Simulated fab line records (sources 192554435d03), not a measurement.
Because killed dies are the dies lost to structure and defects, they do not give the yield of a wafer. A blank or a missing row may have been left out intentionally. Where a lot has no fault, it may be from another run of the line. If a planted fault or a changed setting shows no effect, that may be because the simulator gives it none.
fab line records	flow n5_finfet
record lots=24	wafers=72	last_day=17
route steps=1938 shown BEOL_M5@1151
lots that met no fault: from a run of the same line without faults
start_h: hours from the record's first day to the start of the lot's first wafer shown	wait_h: hours elapsed since this lot's preceding step	" identical to the entry in the row above	L1.1+2: several wafers, shown together as one row	- either no value or no given start	* or withheld: withheld	< > ~ a bound
route shown NAME@n: NAME is a module with steps in the file, n the number in the route of the first one	usual: mean/standard deviation taken from wafers without a fault	same: alike in all rows	chamber/n: place in a boat	sites: the reading at each site	_std_site: their standard deviation	_edge_site: inner sites' mean taken away from outer sites' mean	radius_mm: for every site, how far away it sits from the centre of the wafer	mask NAME#n: copy n	behind: the last tool/chamber to shape the wafer	hold: what put the lot on hold/how long, in hours/how the hold closed	device: names the non-switching transistor (n, p or np)	end of line: at the end of the route, the tests of the same wafers	where a step has no rows: the recipe by itself	killed: dies that structure and defects cost at the first sort, which is not the same as the wafer's yield	map: a wafer's dies, x killed, . not, _ none there
set.NAME: the setting that was run; set.NAME@STEP: the one run at that earlier step	model.NAME: the simulator's own value behind a step, which no gauge read
the route's steps for a sample of lots (tables are steps, rows are wafers)
services: a tool's chamber out of use, with start hour (start_h, from the record's first day; less than 0 if before it), hours out, and reason
## steps
# step N5_BEOL_M5_DESCUM_33
# recipe chemistry=O2	time_s=7	source_power_w=50	bias_power_w=20	pressure_mtorr=20	rf_frequency_hz=2.712e+07	temp_c=40	resist=CAR-EUV	o2_flow_sccm=225
# usual drypump_motor_current_A=5.8/0.42	oes_product_au=0.79/0.096	rf_vpp_V=243.2/1.3	showerhead_plenum_p_Torr=2.10/0.059	throttle_valve_pct=20.53/0.28
lot.wafer	tool	chamber	start_h	wait_h	drypump_motor_current_A	oes_product_au	rf_hours_counter_h	rf_vpp_V	showerhead_plenum_p_Torr	throttle_valve_pct
L074.2	rie_diel-02	1	168.87	0.6	6.3	0.67	272	241.5	1.97	20.76
L074.3	"	3	"	"	5.7	0.68	248	242.7	2.07	20.87
L074.5	"	1	"	"	6.3	0.68	-	240.3	1.97	20.77
L075.3	rie_diel-02	1	171.51	0.0	6.3	0.67	273	239.9	1.97	20.78
L075.4	"	1	"	"	6.3	0.67	-	240.8	1.97	20.77
L075.6	"	3	"	"	5.7	0.67	-	242.9	2.07	20.87
L077.1	rie_diel-04	2	189.13	0.5	5.2	0.96	4	244.6	2.13	19.97
L077.3	"	1	"	"	6.4	0.87	46	245.8	2.12	20.48
L077.4	"	0	"	"	5.4	0.77	131	242.7	2.02	20.44
L076.3	rie_diel-02	0	190.68	0.0	6.1	0.68	-	244.2	2.14	20.76
L076.4	"	1	"	"	6.3	0.67	-	242.1	1.97	20.79
L076.6	"	0	"	"	6.1	0.68	-	244.9	2.14	20.75
L078.1	rie_diel-04	3	193.72	0.4	5.4	0.90	35	244.1	2.15	20.34
L078.3	"	1	"	"	6.4	0.86	48	245.9	2.12	20.48
L078.5	"	2	"	"	5.2	0.96	-	243.2	2.13	19.97
L079.1	rie_diel-05	2	210.78	0.1	5.9	0.79	111	243.0	2.11	20.53
L079.4	"	0	"	"	5.0	0.78	137	242.4	2.08	20.75
L079.6	"	3	"	"	5.8	0.74	-	243.8	2.15	20.68
L081.1	rie_diel-04	0	214.00	0.0	5.4	0.76	140	241.1	2.02	20.46
L081.2	"	3	"	"	5.4	0.89	41	243.0	2.15	20.35
L081.3	"	2	"	"	5.3	0.93	13	244.6	2.13	19.97
L080.1	rie_diel-02	3	214.35	0.2	5.8	0.67	251	243.2	2.06	20.86
L080.2	"	2	"	"	5.9	0.74	150	242.8	2.09	20.80
L080.4	"	2	"	"	5.9	0.74	-	243.1	2.09	20.79
L082.2	rie_diel-02	0	220.03	0.0	6.1	0.67	270	243.5	2.14	20.76
L082.4	"	3	"	"	5.7	0.67	-	244.2	2.06	20.87
L082.6	"	0	"	"	6.1	0.67	-	243.6	2.14	20.76
L083.3	rie_diel-04	2	236.85	0.0	5.3	0.92	21	243.3	2.13	20.00
L083.5	"	3	"	"	5.4	0.88	-	242.4	2.14	20.36
L083.6	"	2	"	"	5.3	0.92	-	244.5	2.13	20.01
L084.3	rie_diel-05	3	241.32	0.3	5.9	0.72	190	244.6	2.15	20.69
L084.4	"	1	"	"	5.8	0.84	58	242.8	2.02	20.09
L084.5	"	2	"	"	5.9	0.78	-	243.3	2.11	20.55
L085.3	rie_diel-04	1	242.92	0.0	6.5	0.84	62	244.1	2.11	20.47
L085.5	"	1	"	"	6.4	0.85	-	244.3	2.11	20.51
L085.6	"	0	"	"	5.4	0.75	-	243.0	2.02	20.46
L086.2	rie_diel-02	3	242.96	0.0	5.7	0.67	263	242.4	2.06	20.87
L086.3	"	2	"	"	5.9	0.73	162	243.6	2.08	20.81
L086.5	"	3	"	"	5.7	0.66	-	243.0	2.06	20.87
L088.3	rie_diel-04	0	261.05	0.1	5.4	0.76	152	241.4	2.01	20.48
L088.4	"	3	"	"	5.4	0.87	54	243.6	2.14	20.39
L088.6	"	3	"	"	5.4	0.87	-	243.7	2.14	20.39
L087.2	rie_diel-02	2	262.67	0.1	6.0	0.73	170	242.7	2.08	20.82
L087.3	"	2	"	"	6.0	0.73	-	243.9	2.08	20.84
L087.4	"	3	"	"	5.7	0.65	-	242.2	2.06	20.90
L089.4	rie_diel-05	1	268.08	0.1	5.8	0.83	67	241.3	2.01	20.09
L089.5	"	3	"	"	5.8	0.72	-	244.4	2.14	20.70
L089.6	"	0	"	"	5.0	0.76	-	243.1	2.08	20.76
L090.3	rie_diel-04	1	268.29	0.1	6.5	0.84	69	242.8	2.11	20.49
L090.4	"	0	"	"	5.4	0.76	154	242.3	2.01	20.48
L090.5	"	1	"	"	6.4	0.84	-	244.1	2.11	20.49
L091.1	rie_diel-05	0	277.67	0.1	5.0	0.77	156	242.7	2.07	20.77
L091.2	"	1	"	"	5.8	0.82	69	241.8	2.01	20.11
L091.5	"	0	"	"	5.0	0.77	-	242.3	2.07	20.76
L093.1	rie_diel-04	0	291.86	0.0	5.4	0.75	161	241.7	2.01	20.49
L093.2	"	2	"	"	5.3	0.89	36	243.9	2.12	20.02
L093.3	"	3	"	"	5.4	0.86	63	245.0	2.14	20.39
L092.1	rie_diel-02	1	292.07	0.0	6.3	0.95	7	245.1	2.24	20.34
L092.2	"	2	"	"	5.9	0.72	181	242.1	2.08	20.84
L092.3	"	3	"	"	5.7	0.65	282	242.9	2.05	20.92
L095.1	rie_diel-04	3	298.87	0.5	5.4	0.86	66	244.4	2.14	20.41
L095.2	"	1	"	"	6.5	0.83	77	242.2	2.11	20.51
L095.3	"	2	"	"	5.3	0.88	38	242.3	2.12	20.03
L094.2	rie_diel-02	1	298.88	0.5	6.3	0.95	9	245.2	2.24	20.33
L094.4	"	1	"	"	6.3	0.96	-	245.0	2.24	20.34
L094.5	"	0	"	"	6.1	0.97	-	242.7	2.13	20.30
L097.1	rie_diel-04	2	302.06	0.0	5.3	0.88	40	243.2	2.12	20.01
L097.3	"	1	"	"	6.4	0.83	79	243.6	2.11	20.50
L097.6	"	0	"	"	5.4	0.74	-	242.9	2.01	20.50
L096.2	rie_diel-02	2	306.08	0.0	5.9	0.72	187	242.7	2.08	20.86
L096.3	"	1	"	"	6.3	0.94	13	244.5	2.24	20.33
L096.4	"	0	"	"	6.1	0.93	-	244.1	2.13	20.29
# step N5_BEOL_M5_ETCH_67
# recipe chemistry=CF4	target=SiARC	target_depth_a=156	mask_material=CAR-EUV	time_s=26	ion_energy_ev=80	pressure_mtorr=40	source_w=545	bias_w=36	Ar_flow_sccm=100	cf4_flow_sccm=100	ends=cleared
# usual bias_w=36.01/0.11	drypump_motor_current_A=5.8/0.42	etch_rf_on_time_s=25.8/0.61	oes_product_au=0.67/0.082	rf_vpp_V=184.1/1	showerhead_plenum_p_Torr=2.15/0.059	throttle_valve_pct=15.70/0.29
lot.wafer	tool	chamber	start_h	wait_h	bias_w	drypump_motor_current_A	etch_rf_on_time_s	oes_product_au	rf_hours_counter_h	rf_vpp_V	showerhead_plenum_p_Torr	throttle_valve_pct
L074.2	rie_diel-02	1	168.92	0.0	35.93	6.3	27.3	0.57	272	181.9	2.00	15.89
L074.3	"	3	"	"	35.99	5.7	25.7	0.59	248	182.7	2.10	15.97
L074.5	"	1	"	"	35.96	6.3	27.4	0.56	-	181.9	2.00	15.90
L075.3	rie_diel-02	1	171.56	0.0	36.13	6.3	27.5	0.57	273	182.4	2.00	15.89
L075.4	"	1	"	"	35.93	6.3	27.7	0.56	-	183.5	2.00	15.90
L075.6	"	3	"	"	35.95	5.7	26.2	0.58	-	182.9	2.10	15.99
L077.1	rie_diel-04	2	189.18	0.0	35.93	5.2	25.0	0.83	4	184.5	2.20	15.24
L077.3	"	1	"	"	35.98	6.4	25.2	0.75	46	185.0	2.17	15.62
L077.4	"	0	"	"	36.20	5.4	25.0	0.67	131	181.6	2.06	15.54
L076.3	rie_diel-02	0	190.75	0.0	35.98	6.0	25.9	0.58	-	184.7	2.20	16.00
L076.4	"	1	"	"	35.95	6.3	27.0	0.57	-	182.6	2.00	15.90
L076.6	"	0	"	"	35.82	6.1	25.8	0.58	-	184.9	2.20	16.00
L078.1	rie_diel-04	3	193.77	0.0	36.24	5.4	25.6	0.76	35	183.9	2.18	15.34
L078.3	"	1	"	"	36.08	6.5	25.5	0.75	48	186.4	2.17	15.62
L078.5	"	2	"	"	36.08	5.3	25.2	0.82	-	184.6	2.20	15.24
L079.1	rie_diel-05	2	210.84	0.0	36.14	5.9	25.2	0.68	111	184.1	2.16	15.66
L079.4	"	0	"	"	35.99	5.0	26.0	0.68	137	185.0	2.14	15.96
L079.6	"	3	"	"	35.90	5.8	26.7	0.62	-	184.8	2.23	16.02
L081.1	rie_diel-04	0	214.05	0.0	35.90	5.4	25.1	0.67	140	184.3	2.06	15.57
L081.2	"	3	"	"	36.10	5.4	25.5	0.76	41	183.8	2.17	15.34
L081.3	"	2	"	"	36.00	5.3	25.1	0.80	13	184.1	2.19	15.26
L080.1	rie_diel-02	3	214.40	0.0	36.01	5.7	25.9	0.58	251	183.0	2.10	15.98
L080.2	"	2	"	"	36.11	5.9	26.4	0.63	150	183.0	2.15	15.99
L080.4	"	2	"	"	36.08	5.9	26.2	0.64	-	182.8	2.15	15.99
L082.2	rie_diel-02	0	220.08	0.0	36.06	6.1	26.1	0.57	270	182.8	2.19	16.04
L082.4	"	3	"	"	35.78	5.7	25.8	0.58	-	183.4	2.10	15.99
L082.6	"	0	"	"	36.17	6.0	25.9	0.57	-	184.8	2.19	16.06
L083.3	rie_diel-04	2	236.91	0.0	36.16	5.2	25.2	0.79	21	186.3	2.19	15.29
L083.5	"	3	"	"	35.99	5.4	25.3	0.74	-	185.5	2.17	15.37
L083.6	"	2	"	"	36.03	5.3	25.2	0.78	-	185.3	2.19	15.27
L084.3	rie_diel-05	3	241.37	0.0	36.16	5.8	26.8	0.62	190	186.1	2.22	16.03
L084.4	"	1	"	"	36.15	5.8	25.8	0.72	58	182.8	2.10	15.44
L084.5	"	2	"	"	35.95	5.9	25.3	0.68	-	185.0	2.15	15.67
L085.3	rie_diel-04	1	242.97	0.0	36.00	6.4	25.4	0.73	62	184.0	2.16	15.66
L085.5	"	1	"	"	36.21	6.4	25.5	0.73	-	183.7	2.16	15.66
L085.6	"	0	"	"	35.99	5.4	25.1	0.66	-	182.5	2.06	15.58
L086.2	rie_diel-02	3	243.02	0.0	35.95	5.7	26.2	0.57	263	184.8	2.10	16.00
L086.3	"	2	"	"	35.92	5.9	26.7	0.62	162	183.3	2.15	16.04
L086.5	"	3	"	"	36.10	5.7	26.2	0.57	-	182.9	2.10	16.01
L088.3	rie_diel-04	0	261.11	0.0	36.07	5.4	24.7	0.65	152	183.9	2.06	15.57
L088.4	"	3	"	"	35.97	5.4	25.6	0.73	54	183.1	2.17	15.37
L088.6	"	3	"	"	35.89	5.4	25.5	0.74	-	185.5	2.17	15.36
L087.2	rie_diel-02	2	262.75	0.0	35.99	5.9	26.4	0.62	170	185.4	2.15	16.03
L087.3	"	2	"	"	36.02	5.9	26.4	0.62	-	183.4	2.15	16.06
L087.4	"	3	"	"	36.08	5.7	26.1	0.57	-	184.5	2.09	16.04
L089.4	rie_diel-05	1	268.13	0.0	36.18	5.8	26.1	0.70	67	182.9	2.10	15.47
L089.5	"	3	"	"	36.02	5.8	27.1	0.61	-	184.6	2.22	16.06
L089.6	"	0	"	"	36.17	5.0	26.3	0.66	-	185.5	2.14	15.98
L090.3	rie_diel-04	1	268.34	0.0	36.06	6.4	25.6	0.72	69	185.0	2.16	15.69
L090.4	"	0	"	"	36.21	5.4	25.4	0.66	154	183.3	2.06	15.58
L090.5	"	1	"	"	36.06	6.5	25.8	0.72	-	184.0	2.16	15.68
L091.1	rie_diel-05	0	277.72	0.0	35.90	5.0	25.8	0.66	156	182.8	2.14	16.00
L091.2	"	1	"	"	35.94	5.8	26.0	0.71	69	184.1	2.10	15.47
L091.5	"	0	"	"	36.02	5.0	25.8	0.66	-	185.0	2.14	16.00
L093.1	rie_diel-04	0	291.91	0.0	36.03	5.4	25.0	0.65	161	183.2	2.05	15.60
L093.2	"	2	"	"	36.09	5.2	25.1	0.76	36	184.1	2.19	15.32
L093.3	"	3	"	"	35.82	5.4	25.4	0.73	63	183.7	2.17	15.37
L092.1	rie_diel-02	1	292.12	0.0	36.11	6.3	26.1	0.81	7	185.4	2.26	15.34
L092.2	"	2	"	"	36.13	5.9	25.9	0.62	181	182.2	2.14	16.05
L092.3	"	3	"	"	36.14	5.6	25.6	0.57	282	183.9	2.09	16.05
L095.1	rie_diel-04	3	298.92	0.0	36.14	5.4	25.6	0.73	66	184.2	2.17	15.40
L095.2	"	1	"	"	36.13	6.5	25.6	0.71	77	184.7	2.16	15.71
L095.3	"	2	"	"	36.00	5.3	25.0	0.76	38	184.3	2.18	15.32
L094.2	rie_diel-02	1	298.93	0.0	36.04	6.3	26.1	0.81	9	185.8	2.26	15.36
L094.4	"	1	"	"	36.07	6.3	26.3	0.80	-	186.6	2.26	15.35
L094.5	"	0	"	"	35.86	6.1	25.6	0.82	-	184.1	2.19	15.48
L097.1	rie_diel-04	2	302.11	0.0	36.03	5.3	25.0	0.76	40	185.6	2.19	15.31
L097.3	"	1	"	"	35.93	6.4	25.4	0.72	79	183.3	2.16	15.69
L097.6	"	0	"	"	35.94	5.4	24.8	0.65	-	183.1	2.05	15.60
L096.2	rie_diel-02	2	306.13	0.0	35.98	6.0	26.4	0.61	187	184.0	2.14	16.06
L096.3	"	1	"	"	35.98	6.3	26.2	0.79	13	184.4	2.26	15.35
L096.4	"	0	"	"	36.13	6.0	25.8	0.80	-	184.7	2.19	15.49
# step N5_BEOL_M5_SPUTTER_48
# recipe material=Cu	target_thk_a=150	temp_c=-20	chamber_pressure_pa=0.07	power_w=withheld	time_s=27.62
# usual throttle_valve_pct=30.2/1.2
lot.wafer	tool	chamber	start_h	wait_h	throttle_valve_pct
L074.2	pvd_sputter-03	-	171.96	0.1	30.0
L074.3	"	-	"	"	30.4
L074.5	"	-	"	"	30.4
L075.3	pvd_sputter-02	-	175.03	0.1	29.2
L075.4	"	-	"	"	28.3
L075.6	"	-	"	"	28.9
L077.1	pvd_sputter-01	-	191.35	0.1	31.5
L077.3	"	-	"	"	31.8
L077.4	"	-	"	"	31.9
L076.3	pvd_sputter-03	-	193.15	0.2	30.7
L076.4	"	-	"	"	29.5
L076.6	"	-	"	"	30.5
L078.1	pvd_sputter-01	-	197.38	0.1	31.4
L078.3	"	-	"	"	31.6
L078.5	"	-	"	"	32.1
L079.1	pvd_sputter-01	-	214.46	0.4	32.1
L079.4	"	-	"	"	31.8
L079.6	"	-	"	"	31.5
L081.1	pvd_sputter-02	-	216.62	0.1	29.8
L081.2	"	-	"	"	28.7
L081.3	"	-	"	"	29.2
L080.1	pvd_sputter-03	-	218.60	1.8	29.4
L080.2	"	-	"	"	30.0
L080.4	"	-	"	"	30.5
L082.2	pvd_sputter-02	-	221.86	0.2	28.5
L082.4	"	-	"	"	28.1
L082.6	"	-	"	"	29.1
L083.3	pvd_sputter-03	-	238.67	0.2	29.9
L083.5	"	-	"	"	30.4
L083.6	"	-	"	"	29.9
L084.3	pvd_sputter-01	-	243.23	0.1	32.1
L084.4	"	-	"	"	30.9
L084.5	"	-	"	"	31.8
L085.3	pvd_sputter-02	-	246.09	0.1	28.2
L085.5	"	-	"	"	28.3
L085.6	"	-	"	"	29.3
L086.2	pvd_sputter-03	-	246.22	0.1	29.3
L086.3	"	-	"	"	30.4
L086.5	"	-	"	"	30.7
L088.3	pvd_sputter-01	-	262.69	0.1	31.8
L088.4	"	-	"	"	31.5
L088.6	"	-	"	"	31.3
L087.2	pvd_sputter-02	-	265.60	0.1	29.1
L087.3	"	-	"	"	27.7
L087.4	"	-	"	"	28.6
L089.4	pvd_sputter-01	-	270.51	0.0	31.3
L089.5	"	-	"	"	31.9
L089.6	"	-	"	"	32.0
L090.3	pvd_sputter-03	-	270.63	0.2	29.6
L090.4	"	-	"	"	29.7
L090.5	"	-	"	"	30.6
L091.1	pvd_sputter-01	-	279.52	0.1	30.7
L091.2	"	-	"	"	31.8
L091.5	"	-	"	"	31.8
L093.1	pvd_sputter-03	-	293.57	0.2	30.6
L093.2	"	-	"	"	29.9
L093.3	"	-	"	"	30.2
L092.1	pvd_sputter-02	-	294.36	0.2	28.3
L092.2	"	-	"	"	30.0
L092.3	"	-	"	"	29.1
L095.1	pvd_sputter-01	-	300.85	0.3	31.6
L095.2	"	-	"	"	31.0
L095.3	"	-	"	"	31.3
L094.2	pvd_sputter-03	-	302.09	0.1	30.4
L094.4	"	-	"	"	30.4
L094.5	"	-	"	"	30.4
L097.1	pvd_sputter-02	-	304.95	0.2	28.6
L097.3	"	-	"	"	28.0
L097.6	"	-	"	"	29.3
L096.2	pvd_sputter-03	-	307.81	0.1	29.3
L096.3	"	-	"	"	30.0
L096.4	"	-	"	"	30.6
# step N5_BEOL_M5_ANNEAL_89
# recipe temp_c=400	time_s=1800	ambient=vacuum
# usual heater_power_w=851/84
lot.wafer	tool	chamber	start_h	wait_h	heater_power_w
L074.2	pvd_sputter-03	-	175.30	0.0	724
L074.3	"	-	"	"	1005
L074.5	"	-	"	"	998
L075.3	pvd_sputter-02	-	178.37	0.0	862
L075.4	"	-	"	"	978
L075.6	"	-	"	"	860
L077.1	pvd_sputter-01	-	194.97	0.0	806
L077.3	"	-	"	"	896
L077.4	"	-	"	"	790
L076.3	pvd_sputter-03	-	196.49	0.0	716
L076.4	"	-	"	"	891
L076.6	"	-	"	"	1009
L078.1	pvd_sputter-01	-	200.81	0.0	823
L078.3	"	-	"	"	762
L078.5	"	-	"	"	803
L079.1	pvd_sputter-01	-	217.80	0.0	876
L079.4	"	-	"	"	794
L079.6	"	-	"	"	828
L081.1	pvd_sputter-02	-	219.96	0.0	833
L081.2	"	-	"	"	865
L081.3	"	-	"	"	882
L080.1	pvd_sputter-03	-	221.94	0.0	898
L080.2	"	-	"	"	732
L080.4	"	-	"	"	997
L082.2	pvd_sputter-02	-	225.20	0.0	880
L082.4	"	-	"	"	981
L082.6	"	-	"	"	862
L083.3	pvd_sputter-03	-	242.01	0.0	739
L083.5	"	-	"	"	698
L083.6	"	-	"	"	740
L084.3	pvd_sputter-01	-	246.57	0.0	818
L084.4	"	-	"	"	835
L084.5	"	-	"	"	863
L085.3	pvd_sputter-02	-	249.43	0.0	948
L085.5	"	-	"	"	860
L085.6	"	-	"	"	866
L086.2	pvd_sputter-03	-	249.56	0.0	885
L086.3	"	-	"	"	1003
L086.5	"	-	"	"	993
L088.3	pvd_sputter-01	-	266.03	0.0	903
L088.4	"	-	"	"	842
L088.6	"	-	"	"	820
L087.2	pvd_sputter-02	-	268.94	0.0	851
L087.3	"	-	"	"	947
L087.4	"	-	"	"	863
L089.4	pvd_sputter-01	-	273.85	0.0	806
L089.5	"	-	"	"	888
L089.6	"	-	"	"	793
L090.3	pvd_sputter-03	-	273.97	0.0	874
L090.4	"	-	"	"	725
L090.5	"	-	"	"	723
L091.1	pvd_sputter-01	-	282.86	0.0	868
L091.2	"	-	"	"	798
L091.5	"	-	"	"	869
L093.1	pvd_sputter-03	-	296.91	0.0	711
L093.2	"	-	"	"	719
L093.3	"	-	"	"	1011
L092.1	pvd_sputter-02	-	297.70	0.0	956
L092.2	"	-	"	"	834
L092.3	"	-	"	"	871
L095.1	pvd_sputter-01	-	304.19	0.0	781
L095.2	"	-	"	"	835
L095.3	"	-	"	"	812
L094.2	pvd_sputter-03	-	305.43	0.0	1013
L094.4	"	-	"	"	690
L094.5	"	-	"	"	990
L097.1	pvd_sputter-02	-	308.29	0.0	857
L097.3	"	-	"	"	946
L097.6	"	-	"	"	839
L096.2	pvd_sputter-03	-	311.15	0.0	911
L096.3	"	-	"	"	727
L096.4	"	-	"	"	987
# step N5_BEOL_M5_PRE_CLEAN_77
# recipe gas=NH3/H2	time_s=15	temp_c=*	rf_power_w=300
# usual heater_power_w=91/18
lot.wafer	tool	chamber	start_h	wait_h	heater_power_w
L074.2	cvd_co-02	1	177.19	0.0	93
L074.3	"	0	"	"	104
L074.5	"	0	"	"	102
L075.3	cvd_co-02	1	180.34	0.0	94
L075.4	"	2	"	"	89
L075.6	"	1	"	"	95
L077.1	cvd_co-02	2	196.89	0.0	87
L077.3	"	1	"	"	96
L077.4	"	1	"	"	95
L076.3	cvd_co-02	1	198.33	0.0	97
L076.4	"	0	"	"	104
L076.6	"	2	"	"	85
L078.1	cvd_co-02	2	202.69	0.1	91
L078.3	"	1	"	"	94
L078.5	"	1	"	"	96
L079.1	cvd_co-02	2	219.64	0.0	90
L079.4	"	0	"	"	105
L079.6	"	2	"	"	86
L081.1	cvd_co-02	0	221.80	0.0	105
L081.2	"	2	"	"	89
L081.3	"	1	"	"	93
L080.1	cvd_co-02	0	223.93	0.0	104
L080.2	"	2	"	"	88
L080.4	"	2	"	"	87
L082.2	cvd_co-02	0	227.04	0.0	105
L082.4	"	2	"	"	88
L082.6	"	0	"	"	102
L083.3	cvd_co-01	0	244.92	0.0	50
L083.5	"	0	"	"	50
L083.6	"	1	"	"	114
L084.3	cvd_co-02	1	248.40	0.0	97
L084.4	"	1	"	"	97
L084.5	"	0	"	"	108
L085.3	cvd_co-02	0	251.38	0.0	104
L085.5	"	0	"	"	104
L085.6	"	1	"	"	97
L086.2	cvd_co-02	0	251.55	0.0	104
L086.3	"	1	"	"	96
L086.5	"	0	"	"	104
L088.3	cvd_co-01	1	268.00	0.0	113
L088.4	"	0	"	"	50
L088.6	"	1	"	"	117
L087.2	cvd_co-01	1	271.00	0.0	118
L087.3	"	0	"	"	51
L087.4	"	1	"	"	117
L089.4	cvd_co-02	2	275.71	0.1	90
L089.5	"	0	"	"	103
L089.6	"	1	"	"	95
L090.3	cvd_co-01	1	275.81	0.0	115
L090.4	"	1	"	"	118
L090.5	"	2	"	"	73
L091.1	cvd_co-02	2	285.10	0.0	88
L091.2	"	1	"	"	97
L091.5	"	0	"	"	105
L093.1	cvd_co-01	1	298.75	0.0	115
L093.2	"	0	"	"	53
L093.3	"	2	"	"	72
L092.1	cvd_co-01	1	299.82	0.0	117
L092.2	"	2	"	"	70
L092.3	"	0	"	"	51
L095.1	cvd_co-02	1	306.37	0.0	100
L095.2	"	2	"	"	89
L095.3	"	0	"	"	105
L094.2	cvd_co-01	2	307.54	0.0	70
L094.4	"	0	"	"	53
L094.5	"	1	"	"	115
L097.1	cvd_co-01	0	310.40	0.0	52
L097.3	"	2	"	"	71
L097.6	"	0	"	"	52
L096.2	cvd_co-02	1	313.27	0.2	95
L096.3	"	0	"	"	106
L096.4	"	2	"	"	89
# step N5_BEOL_M5_DEP_56
# recipe material=SiCN	target_thk_a=80	temp_c=withheld	precursor=3MS/NH3	pressure_torr=3	rf_w=202	time_s=14
# usual showerhead_plenum_p_Torr=3.661/0.011	throttle_valve_pct=9.0/0.44
lot.wafer	tool	chamber	start_h	wait_h	showerhead_plenum_p_Torr	throttle_valve_pct
L074.2	pecvd-01	0	177.35	0.0	3.635	8.5
L074.3	"	1	"	"	3.662	9.0
L074.5	"	2	"	"	3.661	9.4
L075.3	pecvd-03	1	180.49	0.0	3.659	9.5
L075.4	"	0	"	"	3.684	9.1
L075.6	"	2	"	"	3.661	8.1
L077.1	pecvd-01	0	197.05	0.0	3.643	8.9
L077.3	"	2	"	"	3.658	9.6
L077.4	"	0	"	"	3.635	8.7
L076.3	pecvd-02	1	198.51	0.0	3.676	8.9
L076.4	"	2	"	"	3.660	8.4
L076.6	"	1	"	"	3.679	8.6
L078.1	pecvd-03	0	202.84	0.0	3.678	9.3
L078.3	"	1	"	"	3.667	9.7
L078.5	"	0	"	"	3.679	9.0
L079.1	pecvd-03	0	219.80	0.0	3.686	9.1
L079.4	"	1	"	"	3.647	9.8
L079.6	"	2	"	"	3.658	8.4
L081.1	pecvd-03	2	221.96	0.0	3.664	8.3
L081.2	"	0	"	"	3.669	8.9
L081.3	"	1	"	"	3.661	9.5
L080.1	pecvd-03	1	224.09	0.0	3.659	9.5
L080.2	"	2	"	"	3.657	8.4
L080.4	"	1	"	"	3.656	9.6
L082.2	pecvd-02	1	227.21	0.0	3.675	8.8
L082.4	"	2	"	"	3.659	8.5
L082.6	"	1	"	"	3.680	8.6
L083.3	pecvd-01	2	245.07	0.0	3.657	9.6
L083.5	"	2	"	"	3.673	9.7
L083.6	"	0	"	"	3.643	8.7
L084.3	pecvd-01	2	248.56	0.0	3.658	9.3
L084.4	"	0	"	"	3.641	8.7
L084.5	"	2	"	"	3.666	9.7
L085.3	pecvd-02	1	251.57	0.0	3.665	8.7
L085.5	"	2	"	"	3.645	8.5
L085.6	"	1	"	"	3.670	8.7
L086.2	pecvd-03	1	251.71	0.0	3.661	9.6
L086.3	"	0	"	"	3.665	9.1
L086.5	"	1	"	"	3.664	9.7
L088.3	pecvd-02	2	268.17	0.0	3.652	8.6
L088.4	"	2	"	"	3.657	8.4
L088.6	"	1	"	"	3.667	8.4
L087.2	pecvd-02	1	271.16	0.0	3.680	8.7
L087.3	"	2	"	"	3.660	8.6
L087.4	"	1	"	"	3.678	8.8
L089.4	pecvd-02	2	275.86	0.0	3.655	8.5
L089.5	"	1	"	"	3.673	8.4
L089.6	"	0	"	"	3.660	9.3
L090.3	pecvd-03	0	275.96	0.0	3.674	9.0
L090.4	"	1	"	"	3.661	9.6
L090.5	"	0	"	"	3.677	9.1
L091.1	pecvd-03	0	285.26	0.0	3.674	8.9
L091.2	"	2	"	"	3.674	8.4
L091.5	"	2	"	"	3.661	8.7
L093.1	pecvd-02	2	298.93	0.0	3.653	8.4
L093.2	"	0	"	"	3.649	9.0
L093.3	"	2	"	"	3.664	8.7
L092.1	pecvd-01	1	299.99	0.0	3.661	9.1
L092.2	"	2	"	"	3.665	9.4
L092.3	"	0	"	"	3.645	8.9
L095.1	pecvd-01	0	306.52	0.0	3.649	8.6
L095.2	"	1	"	"	3.658	9.0
L095.3	"	2	"	"	3.666	9.4
L094.2	pecvd-01	0	307.69	0.0	3.645	8.8
L094.4	"	2	"	"	3.672	9.7
L094.5	"	1	"	"	3.655	9.0
L097.1	pecvd-02	1	310.56	0.0	3.678	8.8
L097.3	"	2	"	"	3.657	8.3
L097.6	"	2	"	"	3.647	8.7
L096.2	pecvd-03	1	313.44	0.0	3.663	10.0
L096.3	"	1	"	"	3.656	9.6
L096.4	"	0	"	"	3.681	9.2
## services
tool	chamber	start_h	hours	kind
cvd_co-01	2	152.30	3.1	repair
rie_diel-04	2	157.48	-	clean
rie_diel-04	2	157.48	-	consumable_replace:focus_ring
rie_diel-04	2	157.48	18.5	scheduled_down
rie_diel-04	2	157.48	18.5	vent_cycle
pecvd-02	-	182.29	0.3	repair
rie_diel-05	1	190.32	5.2	repair
pecvd-01	-	192.68	0.7	repair
pecvd-02	0	198.37	58.3	repair
cvd_co-01	-	205.12	28.1	pm
pecvd-03	-	218.46	1.1	repair
cvd_co-02	-	229.44	0.8	repair
rie_diel-05	2	233.75	3.4	repair
rie_diel-02	1	255.03	-	clean
rie_diel-02	1	255.03	-	consumable_replace:focus_ring
rie_diel-02	1	255.03	-	consumable_replace:showerhead
rie_diel-02	1	255.03	15.8	scheduled_down
rie_diel-02	1	255.03	15.8	vent_cycle
rie_diel-02	-	256.05	0.7	repair
rie_diel-02	0	260.26	18.6	repair
rie_diel-02	0	278.93	-	clean
pecvd-03	-	304.90	6.0	pm
rie_diel-04	1	309.85	1.3	repair
pecvd-03	2	311.78	4.6	repair
## key
fault none
